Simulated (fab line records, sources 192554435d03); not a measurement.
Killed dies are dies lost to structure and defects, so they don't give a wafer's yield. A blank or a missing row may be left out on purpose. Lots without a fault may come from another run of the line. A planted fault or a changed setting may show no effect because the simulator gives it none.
fab line records | flow n5_finfet
record lots=7 wafers=19 last_day=16
route steps=1938 shown HKMG_FIN@426 PASSIVATION@1936
lots that met no fault: from a run of the same line without faults
start_h: hours from the record's first day to the start of the lot's first wafer shown | wait_h: hours since the lot's step before | " the same as in the row above | L1.1+2: a row that stands for several wafers | - no value, or no start given | * or withheld: withheld | < > ~ a bound
route shown NAME@n: a module of which the file shows steps, and the number in the route of the first | usual: mean/standard deviation of fault-free wafers | same: alike in all rows | chamber/n: place in a boat | sites: the reading at each site | _std_site: their standard deviation | _edge_site: outer sites' mean less inner sites' | radius_mm: how far each site lies from the wafer's centre | mask NAME#n: copy n | behind: the tool/chamber that last shaped the wafer | hold: why the lot was held/for how many hours/how that ended | device: the transistor (n, p or np) that didn't switch | end of line: the same wafers' tests at the end of the route | a step without rows: its recipe alone | killed: dies lost to structure and defects at the first sort, not the wafer's yield | map: a wafer's dies, x killed, . not, _ none there
set.NAME: the setting as run; set.NAME@STEP: as run at that earlier step | model.NAME: the simulator's own value behind a step, which no gauge read
lots at some steps of the route; a table a step, a row a wafer
services: from which hour (start_h, from the record's first day; less than 0 if before it) a tool's chamber was out of use, for how many hours, and why
## steps
# step N5_HKMG_FIN_SOFTBAKE_07
# recipe temp_c=110 time_s=60 resist=CAR-ArF
# step N5_HKMG_FIN_EXPOSE_09
# recipe mask_id=NWFM na=1.35 source_shape=conventional sigma_outer=0.8 polarization=unpolarized dose_mj=39.25
# step N5_HKMG_FIN_PEB_10
# recipe peb_temp_c=withheld peb_time_s=60 resist=CAR-ArF
# step N5_HKMG_FIN_DEVELOP_11
# recipe develop_time_s=30 developer=TMAH resist=CAR-ArF dev_temp_c=23 rinse_liquid=diw dry=air_spin
# step N5_HKMG_FIN_CD_MEAS_12
# recipe target_cd_nm=92.8 landing_energy_ev=500 detector=se_inlens
# usual cd_nm=92.7/0.87
# same landing_energy_ev=500
# columns lot.wafer tool chamber start_h wait_h cd_nm
L400.1 cd_sem-02 0 80.62 - 92.6
L400.2 " 0 " " 92.1
L400.3 " 0 " " 92.8
L406.3 cd_sem-02 0 118.48 - 92.4
L406.4 " 0 " " 91.8
L410.1 cd_sem-02 0 143.26 - 93.0
L410.3 " 0 " " 92.6
L410.6 " 0 " " 92.2
L411.1 cd_sem-02 0 145.80 - 92.4
L411.4 " 0 " " 91.2
L413.2 cd_sem-01 0 158.69 - 92.3
L413.3 " 0 " " 91.9
L413.6 " 0 " " 93.3
L418.1 cd_sem-01 0 187.00 - 92.5
L418.5 " 0 " " 91.6
L418.6 " 0 " " 92.7
L420.1 cd_sem-01 0 201.64 - 92.4
L420.3 " 0 " " 92.2
L420.4 " 0 " " 92.8
# step N5_HKMG_FIN_OVL_MEAS_13
# recipe points_per_wafer=44
# usual NWFM_OVL=-0.3/0.74
# same points_per_wafer=44
# columns lot.wafer tool chamber start_h wait_h NWFM_OVL[nm]
L400.1 overlay-02 0 80.65 0.0 0.9
L400.2 " 0 " " 0.2
L400.3 " 0 " " 0.8
L406.3 overlay-02 0 118.51 0.0 -0.3
L406.4 " 0 " " 0.7
L410.1 overlay-01 0 143.29 0.0 1.4
L410.3 " 0 " " 0.4
L410.6 " 0 " " -0.3
L411.1 overlay-01 0 145.83 0.0 0.5
L411.4 " 0 " " 0.6
L413.2 overlay-01 0 158.72 0.0 -0.9
L413.3 " 0 " " 0.2
L413.6 " 0 " " 0.1
L418.1 overlay-02 0 187.03 0.0 1.2
L418.5 " 0 " " -0.1
L418.6 " 0 " " 0.6
L420.1 overlay-02 0 201.67 0.0 -0.2
L420.3 " 0 " " -1.0
L420.4 " 0 " " -0.5
# step N5_HKMG_FIN_INSPECT_14
# recipe mode=adi inspect_instrument=macro
# usual raw_defect_count=1.9/1.6
# columns lot.wafer tool chamber start_h wait_h raw_defect_count
L400.1 defect_inspect-02 - 80.67 0.0 2
L400.2 " - " " 0
L400.3 " - " " 0
L406.3 defect_inspect-01 - 118.53 0.0 3
L406.4 " - " " 2
L410.1 defect_inspect-02 - 143.32 0.0 1
L410.3 " - " " 3
L410.6 " - " " 1
L411.1 defect_inspect-02 - 145.86 0.0 0
L411.4 " - " " 3
L413.2 defect_inspect-02 - 158.74 0.0 1
L413.3 " - " " 2
L413.6 " - " " 3
L418.1 defect_inspect-02 - 187.05 0.0 4
L418.5 " - " " 0
L418.6 " - " " 1
L420.1 defect_inspect-01 - 201.69 0.0 0
L420.3 " - " " 0
L420.4 " - " " 4
# step N5_HKMG_FIN_DESCUM_17
# recipe chemistry=O2 time_s=7.9 source_power_w=50 bias_power_w=20 pressure_mtorr=20 rf_frequency_hz=2.712e+07 temp_c=40 resist=CAR-ArF o2_flow_sccm=225
# usual drypump_motor_current_A=5.8/0.44 oes_product_au=0.83/0.089 rf_fwd_power_W=49.33/0.25 rf_vpp_V=243.0/1.1 showerhead_plenum_p_Torr=2.08/0.048 throttle_valve_pct=20.46/0.28
# columns lot.wafer tool chamber start_h wait_h drypump_motor_current_A oes_product_au rf_fwd_power_W rf_hours_counter_h rf_vpp_V showerhead_plenum_p_Torr throttle_valve_pct
L400.1 rie_diel-01 3 80.70 0.0 6.0 0.84 49.06 62 244.1 2.10 20.38
L400.2 " 0 " " 6.3 0.80 49.11 105 243.7 2.12 20.46
L400.3 " 2 " " 5.3 0.80 49.66 101 245.1 2.18 20.33
L406.3 rie_diel-01 3 118.57 0.0 5.9 0.82 49.49 75 243.8 2.10 20.37
L406.4 " 1 " " 5.8 0.70 49.00 203 243.8 2.09 21.15
L410.1 rie_diel-01 3 143.35 0.0 6.0 0.82 49.42 84 243.8 2.09 20.41
L410.3 " 0 " " 6.3 0.78 48.87 127 243.8 2.12 20.49
L410.6 " 1 " " 5.7 0.69 49.36 - 243.1 2.09 21.18
L411.1 rie_diel-01 0 145.96 0.1 6.3 0.78 49.29 128 242.6 2.12 20.49
L411.4 " 3 " " 6.0 0.82 49.31 85 242.7 2.09 20.41
L413.2 rie_diel-04 1 159.02 0.3 5.4 0.88 48.98 45 244.0 2.14 20.46
L413.3 " 3 " " 6.0 0.95 49.53 17 243.0 2.05 20.18
L413.6 " 0 " " 5.9 0.79 49.01 - 243.3 2.01 20.28
L418.1 rie_diel-04 2 187.09 0.0 5.4 0.92 49.37 20 241.0 2.07 20.25
L418.5 " 2 " " 5.3 0.92 49.54 - 240.7 2.07 20.22
L418.6 " 3 " " 6.0 0.93 49.33 - 242.7 2.05 20.20
L420.1 rie_diel-04 1 201.72 0.0 5.4 0.85 48.93 61 243.8 2.14 20.48
L420.3 " 2 " " 5.3 0.90 49.46 24 242.7 2.07 20.24
L420.4 " 0 " " 5.9 0.77 49.25 132 242.3 2.00 20.28
# step N5_HKMG_FIN_ETCH_31
# recipe chemistry=CF4 target=SiARC target_depth_a=455 mask_material=CAR-ArF time_s=75.8 ion_energy_ev=80 pressure_mtorr=40 source_w=545 bias_w=36 Ar_flow_sccm=100 cf4_flow_sccm=100 ends=cleared
# usual drypump_motor_current_A=5.8/0.44 etch_rf_on_time_s=76.6/2 mfc_ar_sccm=99.98/0.3 oes_product_au=0.70/0.076 rf_fwd_power_W=539.2/2.4 rf_vpp_V=183.8/0.95 showerhead_plenum_p_Torr=2.14/0.052 throttle_valve_pct=15.63/0.24
# columns lot.wafer tool chamber start_h wait_h drypump_motor_current_A etch_rf_on_time_s mfc_ar_sccm oes_product_au rf_fwd_power_W rf_hours_counter_h rf_vpp_V showerhead_plenum_p_Torr throttle_valve_pct
L400.1 rie_diel-01 3 80.74 0.0 6.0 77.0 100.10 0.72 539.4 62 185.1 2.19 15.72
L400.2 " 0 " " 6.3 75.2 100.29 0.70 536.1 105 183.7 2.19 15.70
L400.3 " 2 " " 5.3 74.6 99.50 0.68 540.9 101 185.5 2.24 15.63
L406.3 rie_diel-01 3 118.60 0.0 6.0 77.6 100.16 0.70 539.6 75 184.4 2.19 15.74
L406.4 " 1 " " 5.8 79.5 100.73 0.59 539.2 203 185.3 2.10 16.09
L410.1 rie_diel-01 3 143.38 0.0 6.0 76.4 100.14 0.69 540.1 84 184.3 2.18 15.75
L410.3 " 0 " " 6.3 76.6 100.05 0.67 537.3 127 183.3 2.18 15.76
L410.6 " 1 " " 5.7 79.9 99.68 0.58 540.6 - 183.8 2.10 16.11
L411.1 rie_diel-01 0 146.00 0.0 6.3 76.5 99.30 0.68 535.4 128 184.6 2.18 15.75
L411.4 " 3 " " 6.0 76.8 100.10 0.69 536.8 85 184.5 2.18 15.75
L413.2 rie_diel-04 1 159.05 0.0 5.4 75.2 99.73 0.74 538.0 45 185.6 2.18 15.59
L413.3 " 3 " " 6.0 73.3 100.00 0.82 541.5 17 183.3 2.11 15.30
L413.6 " 0 " " 5.9 76.9 99.94 0.67 538.3 - 182.5 2.06 15.49
L418.1 rie_diel-04 2 187.12 0.0 5.4 75.6 99.67 0.79 537.9 20 183.4 2.09 15.29
L418.5 " 2 " " 5.3 76.1 99.97 0.79 538.9 - 182.3 2.09 15.28
L418.6 " 3 " " 6.0 74.2 100.50 0.80 542.2 - 183.1 2.11 15.32
L420.1 rie_diel-04 1 201.76 0.0 5.4 75.3 99.96 0.72 538.7 61 183.8 2.17 15.61
L420.3 " 2 " " 5.4 76.1 100.34 0.78 541.3 24 181.8 2.09 15.30
L420.4 " 0 " " 5.9 78.3 99.56 0.65 539.7 132 183.1 2.06 15.54
# step N5_HKMG_FIN_ETCH_32
# recipe chemistry=N2/H2 target=SOC target_depth_a=2400 temp_c=40 time_s=300 ion_energy_ev=200 mask_material=SiARC pressure_mtorr=30 source_w=840 bias_w=150 n2_flow_sccm=200 h2_flow_sccm=200
# usual drypump_motor_current_A=5.8/0.44 oes_product_au=0.82/0.088 rf_fwd_power_W=838.1/2.2 rf_vpp_V=523.6/1.9 run_length_s=323.4/0.45 showerhead_plenum_p_Torr=2.54/0.062 throttle_valve_pct=17.9/0.33
# columns lot.wafer tool chamber start_h wait_h drypump_motor_current_A oes_product_au rf_fwd_power_W rf_hours_counter_h rf_vpp_V run_length_s showerhead_plenum_p_Torr throttle_valve_pct
L400.1 rie_diel-01 3 80.80 0.0 6.0 0.85 838.4 62 525.1 323.2 2.57 17.8
L400.2 " 0 " " 6.3 0.82 834.1 105 525.3 323.1 2.59 18.0
L400.3 " 2 " " 5.3 0.79 840.6 101 527.9 323.7 2.67 17.9
L406.3 rie_diel-01 3 118.66 0.0 6.0 0.83 838.0 75 524.3 322.9 2.57 17.9
L406.4 " 1 " " 5.7 0.70 839.4 203 524.4 324.0 2.53 18.6
L410.1 rie_diel-01 3 143.44 0.0 6.0 0.82 838.2 84 525.5 323.2 2.56 17.9
L410.3 " 0 " " 6.3 0.80 834.1 127 525.7 323.0 2.58 18.0
L410.6 " 1 " " 5.8 0.69 835.6 - 523.9 323.7 2.53 18.6
L411.1 rie_diel-01 0 146.06 0.0 6.3 0.79 836.8 128 524.9 323.0 2.58 18.0
L411.4 " 3 " " 6.0 0.82 834.8 85 525.0 323.1 2.56 17.9
L413.2 rie_diel-04 1 159.11 0.0 5.4 0.86 838.4 45 525.7 324.3 2.60 17.8
L413.3 " 3 " " 6.1 0.97 840.6 17 522.1 323.5 2.48 17.4
L413.6 " 0 " " 5.9 0.77 839.8 - 522.3 323.7 2.48 18.0
L418.1 rie_diel-04 2 187.18 0.0 5.3 0.92 840.5 20 523.2 323.4 2.52 17.7
L418.5 " 2 " " 5.4 0.92 839.8 - 522.5 324.4 2.52 17.7
L418.6 " 3 " " 6.0 0.94 839.0 - 523.1 323.0 2.47 17.5
L420.1 rie_diel-04 1 201.82 0.0 5.4 0.83 842.1 61 525.5 324.2 2.60 17.8
L420.3 " 2 " " 5.4 0.89 836.7 25 524.0 324.0 2.51 17.7
L420.4 " 0 " " 6.0 0.74 840.3 132 521.5 323.7 2.47 18.0
# step N5_HKMG_FIN_STRIP_33
# recipe chemistry=N2/H2 temp_c=40 n2_flow_sccm=200 h2_flow_sccm=200 rf_frequency_hz=6e+07
# step N5_HKMG_FIN_STRIP_34
# recipe chemistry=CF4 resist=SiARC power_w=300 bias_power_w=75 pressure_mtorr=50 cf4_flow_sccm=150 rf_frequency_hz=6e+07
# usual drypump_motor_current_A=5.8/0.44 oes_product_au=0.82/0.078 rf_fwd_power_W=293.3/1.2 rf_vpp_V=270.9/1.2 showerhead_plenum_p_Torr=1.78/0.038 throttle_valve_pct=13.56/0.24
# columns lot.wafer tool chamber start_h wait_h drypump_motor_current_A oes_product_au rf_fwd_power_W rf_hours_counter_h rf_vpp_V showerhead_plenum_p_Torr throttle_valve_pct
L400.1 rie_diel-01 3 80.99 0.0 5.9 0.84 293.0 62 270.8 1.83 13.60
L400.2 " 0 " " 6.3 0.81 292.3 105 270.4 1.84 13.66
L400.3 " 2 " " 5.3 0.78 - 101 272.8 1.86 13.52
L406.3 rie_diel-01 3 118.85 0.0 6.0 0.82 291.5 75 270.6 1.82 13.64
L406.4 " 1 " " 5.7 0.70 - 203 272.0 1.75 14.03
L410.1 rie_diel-01 3 143.63 0.0 6.0 0.81 291.4 84 271.8 1.82 13.65
L410.3 " 0 " " 6.3 0.79 293.5 127 271.5 1.83 13.71
L410.6 " 1 " " 5.7 0.70 292.9 - 271.2 1.75 14.04
L411.1 rie_diel-01 0 146.25 0.0 6.3 0.79 292.5 128 269.7 1.83 13.70
L411.4 " 3 " " 6.0 0.81 291.6 85 271.8 1.82 13.65
L413.2 rie_diel-04 1 159.30 0.0 5.4 0.86 292.0 45 271.0 1.80 13.45
L413.3 " 3 " " 6.0 0.93 295.1 17 269.6 1.78 13.28
L413.6 " 0 " " 5.9 0.78 - - 270.1 1.74 13.52
L418.1 rie_diel-04 2 187.37 0.0 5.3 0.90 292.6 20 271.6 1.74 13.21
L418.5 " 2 " " 5.4 0.91 293.8 - 271.1 1.74 13.19
L418.6 " 3 " " 6.0 0.91 294.0 - 269.2 1.77 13.30
L420.1 rie_diel-04 1 202.01 0.0 5.4 0.84 - 61 271.3 1.80 13.50
L420.3 " 2 " " 5.4 0.89 294.4 25 269.3 1.74 13.20
L420.4 " 0 " " 5.9 0.77 - 132 269.1 1.73 13.54
# step N5_HKMG_FIN_ETCH_35
# recipe chemistry=N2/H2 target=SOC target_depth_a=2158 ion_energy_ev=65 bias_w=5 source_w=3000 time_s=243.4 pressure_mtorr=30 n2_flow_sccm=200 h2_flow_sccm=200
# usual drypump_motor_current_A=5.8/0.44 oes_product_au=0.82/0.088 rf_fwd_power_W=2990/8.5 rf_vpp_V=141.5/0.95 run_length_s=266.7/0.4 showerhead_plenum_p_Torr=2.54/0.062 throttle_valve_pct=17.9/0.33
# columns lot.wafer tool chamber start_h wait_h drypump_motor_current_A oes_product_au rf_fwd_power_W rf_hours_counter_h rf_vpp_V run_length_s showerhead_plenum_p_Torr throttle_valve_pct model.HKMG_FIN.feature_depth_nm model.SOC_of_HKMG_FIN_COAT_29.thk_nm model.etch.depth_nm
L400.1 rie_diel-01 3 81.01 0.0 6.0 0.84 2987 62 143.5 267.0 2.57 17.8 211.8 88.4 211.7
L400.2 " 0 " " 6.3 0.82 2990 105 142.7 267.2 2.59 18.0 217.6 83.6 217.6
L400.3 " 2 " " 5.3 0.78 3002 102 143.3 266.8 2.67 18.0 217 83.4 217
L406.3 rie_diel-01 3 118.87 0.0 6.0 0.82 2979 75 140.0 266.4 2.57 17.9 213 88.4 212.9
L406.4 " 1 " " 5.8 0.69 - 203 142.0 208.3 2.53 18.6 158.2 142.2 158.2
L410.1 rie_diel-01 3 143.65 0.0 6.0 0.81 3004 84 142.4 266.4 2.56 17.9 213.6 85.8 213.7
L410.3 " 0 " " 6.3 0.79 2992 127 141.2 266.8 2.58 18.0 212 87.8 212
L410.6 " 1 " " 5.7 0.69 - - 142.0 208.3 2.53 18.6 157.4 143.2 157.5
L411.1 rie_diel-01 0 146.27 0.0 6.3 0.79 2991 128 142.5 267.0 2.58 18.0 214.4 84.8 214.3
L411.4 " 3 " " 6.0 0.82 - 85 144.1 208.1 2.56 17.9 162.2 137.4 162.3
L413.2 rie_diel-04 1 159.32 0.0 5.5 0.86 2991 45 142.0 267.0 2.60 17.8 215.6 84 215.6
L413.3 " 3 " " 6.0 0.96 2994 17 141.3 266.2 2.48 17.5 221.2 78 221.1
L413.6 " 0 " " 6.0 0.77 2986 - 141.4 266.9 2.48 18.0 207.6 90.8 207.6
L418.1 rie_diel-04 2 187.39 0.0 5.3 0.92 2998 20 139.9 266.9 2.52 17.7 215.6 85 215.7
L418.5 " 2 " " 5.4 0.92 2997 - 141.9 266.9 2.52 17.7 216.2 84 216.2
L418.6 " 3 " " 6.1 0.93 2994 - 140.8 266.3 2.47 17.5 221 80.2 221
L420.1 rie_diel-04 1 202.03 0.0 5.4 0.84 2975 61 141.8 267.1 2.60 17.9 214.8 85 214.9
L420.3 " 2 " " 5.4 0.91 2998 25 141.2 266.9 2.51 17.8 217.2 82.2 217.2
L420.4 " 0 " " 5.9 0.76 2997 132 140.9 266.9 2.47 18.0 209.2 91 209.2
# step N5_HKMG_FIN_STRIP_92
# recipe chemistry=N2/H2 material=SOC time_s=20 power_w=500 temp_c=40 pressure_mtorr=50 rf_frequency_hz=6e+07 bias_power_w=8 h2_frac=0.5 n2_flow_sccm=300 h2_flow_sccm=300
# usual drypump_motor_current_A=5.8/0.44 oes_product_au=0.83/0.087 rf_fwd_power_W=495.8/2 rf_vpp_V=54.3/0.89 showerhead_plenum_p_Torr=3.35/0.079 throttle_valve_pct=19.2/0.51
# columns lot.wafer tool chamber start_h wait_h drypump_motor_current_A oes_product_au rf_fwd_power_W rf_hours_counter_h rf_vpp_V showerhead_plenum_p_Torr throttle_valve_pct model.SOC_of_HKMG_FIN_COAT_29.thk_nm
L400.1 rie_diel-01 3 81.15 0.1 6.0 0.83 497.1 62 54.4 3.40 19.0 78.6
L400.2 " 0 " " 6.4 0.82 491.8 105 54.0 3.42 19.2 73.6
L400.3 " 2 " " 5.3 0.81 497.6 102 54.4 3.53 19.3 72.8
L406.3 rie_diel-01 3 119.02 0.1 6.0 0.82 492.3 75 54.8 3.39 19.0 78.2
L406.4 " 1 " " 5.8 0.70 495.2 204 54.1 3.34 20.2 132.4
L410.1 rie_diel-01 3 143.80 0.1 6.0 0.81 496.7 84 55.5 3.39 19.0 75.8
L410.3 " 0 " " 6.4 0.79 493.3 127 53.4 3.41 19.2 77.8
L410.6 " 1 " " 5.8 0.68 496.8 - 53.6 3.34 20.2 133.4
L411.1 rie_diel-01 0 146.42 0.1 6.3 0.78 494.6 128 53.4 3.41 19.2 74.8
L411.4 " 3 " " 6.0 0.82 495.3 85 54.6 3.39 19.0 127.4
L413.2 rie_diel-04 1 159.47 0.1 5.4 0.88 492.0 45 52.8 3.43 18.9 73.4
L413.3 " 3 " " 6.1 0.93 498.4 17 52.3 3.28 18.5 67.8
L413.6 " 0 " " 5.9 0.78 496.8 - 53.3 3.27 19.4 80.8
L418.1 rie_diel-04 2 187.54 0.1 5.4 0.92 498.4 20 53.5 3.32 19.1 74.6
L418.5 " 2 " " 5.4 0.91 497.3 - 54.2 3.33 19.1 73.6
L418.6 " 3 " " 6.0 0.94 495.2 - 53.7 3.27 18.5 69.8
L420.1 rie_diel-04 1 202.17 0.1 5.4 0.86 491.6 61 55.5 3.43 18.9 74.4
L420.3 " 2 " " 5.3 0.90 495.6 25 53.6 3.32 19.1 72
L420.4 " 0 " " 5.9 0.77 496.6 132 55.1 3.27 19.5 80.8
# step N5_HKMG_FIN_WET_ETCH_18
# recipe chemistry=SC1 target=TiN mix=1:1:5 temp_c=* time_s=55 target_depth_nm=5.2 dry=ipa_marangoni rinse_time_s=30 rinse_temp_c=23
# step N5_PASSIVATION_PROBE_49
# usual killed_at_M0_to_M3=32/9.3 killed_at_M4_up=14/4.9 killed_at_contacts=15/7.5 killed_at_front_end=40/11 killed_at_other=4/3.3 killed_dies=104/17 killed_open=68/14 killed_short=33/7.9
# same gross_dies=1180 killed_at_back_side=0
# columns lot.wafer tool chamber start_h wait_h killed_at_M0_to_M3 killed_at_M4_up killed_at_contacts killed_at_front_end killed_at_other killed_dies killed_open killed_short
L406.4 prober-01 - 304.62 0.2 19 19 64 20 2 124 51 24
L410.1 prober-02 - 324.86 0.0 29 8 10 41 2 90 51 38
L410.3 prober-02 - 324.96 0.1 35 22 11 48 2 118 75 41
L410.6 prober-02 - 325.11 0.3 38 10 5 35 0 88 49 38
# killed by level:class
L406.4 MOL_CONTACT_COAG:area_etch=49 MOL_CONTACT_COAG:geometric_particle:open=13 BEOL_M4:geometric_particle:open=11 BEOL_M0_SAQP:geometric_particle:short=9 DUMMY_GATE:geometric_particle:open=6 BEOL_M2:geometric_particle:open=4 STI_FIN_REVEAL:geometric_particle:open=3 GATE_CUT:geometric_particle:short=3
L410.1 FIN_SAQP:geometric_particle:short=12 BEOL_M3:geometric_particle:open=9 FIN_SAQP:geometric_particle:open=6 MOL_CONTACT_COAG:geometric_particle:open=6 STI_FIN_REVEAL:geometric_particle:open=6 BEOL_M0_SAQP:geometric_particle:open=5 BEOL_M0_SAQP:geometric_particle:short=5 DUMMY_GATE:geometric_particle:short=4
L410.3 FIN_SAQP:geometric_particle:short=12 BEOL_M4:geometric_particle:open=12 FIN_SAQP:geometric_particle:open=11 BEOL_M3:geometric_particle:open=9 BEOL_M0_SAQP:geometric_particle:short=9 MOL_CONTACT_COAG:geometric_particle:open=9 BEOL_M2:geometric_particle:open=5 STI_FIN_REVEAL:geometric_particle:open=5
L410.6 FIN_SAQP:geometric_particle:short=16 BEOL_M0_SAQP:geometric_particle:open=15 FIN_SAQP:geometric_particle:open=9 BEOL_M0_SAQP:geometric_particle:short=9 BEOL_M2:geometric_particle:open=9 MOL_CONTACT_COAG:geometric_particle:short=3 BEOL_M4:geometric_particle:short=3 DUMMY_GATE:geometric_particle:open=2
## services
# columns tool chamber start_h hours kind
rie_diel-04 0 87.45 6.6 repair
rie_diel-04 3 94.41 - clean
rie_diel-04 3 94.41 - consumable_replace:focus_ring
rie_diel-04 2 108.99 - clean
rie_diel-04 2 108.99 - consumable_replace:focus_ring
rie_diel-04 2 108.99 10.1 scheduled_down
rie_diel-04 2 108.99 10.1 vent_cycle
rie_diel-04 - 148.85 0.1 repair
rie_diel-04 2 172.28 4.3 repair
rie_diel-04 - 190.71 1.6 repair
## key
first_sign step=N5_HKMG_FIN_ETCH_35 reading=run_length_s direction=down sigmas=99+ usual=* struck=*
effect none on later readings
model_effect step=N5_HKMG_FIN_ETCH_35 value=HKMG_FIN.feature_depth_nm without=209.9 struck=159.3
model_effect step=N5_HKMG_FIN_STRIP_92 value=SOC_of_HKMG_FIN_COAT_29.thk_nm without=80.47 struck=131.1
met_at N5_HKMG_FIN_ETCH_35
struck_wafers L406.4,L410.6,L411.4
tester_left_out L406,L410,L411
baseline_loss step=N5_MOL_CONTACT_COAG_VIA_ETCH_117 wafers=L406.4
onset_between 81.01 118.87
fault kind=process_parameter_drift tool=rie_diel-01 chamber=- onset_h=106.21 steps=N5_HKMG_FIN_ETCH_35 channel=time_s offset=* shape=step end_h=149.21 scope=struck_wafers_only acts_in=* stated=*
# tester_left_out: of these lots the tester's yield and bins aren't shown, on N5 and GAA mostly nor the transistor test; their killed dies are dies lost to structure and defects alone, not to doping, threshold or leakage, so they don't give the yield
# baseline_loss: these wafers lose ten dies or more at that step, a loss of the line's own and not of a fault; the sort's usual values leave them out
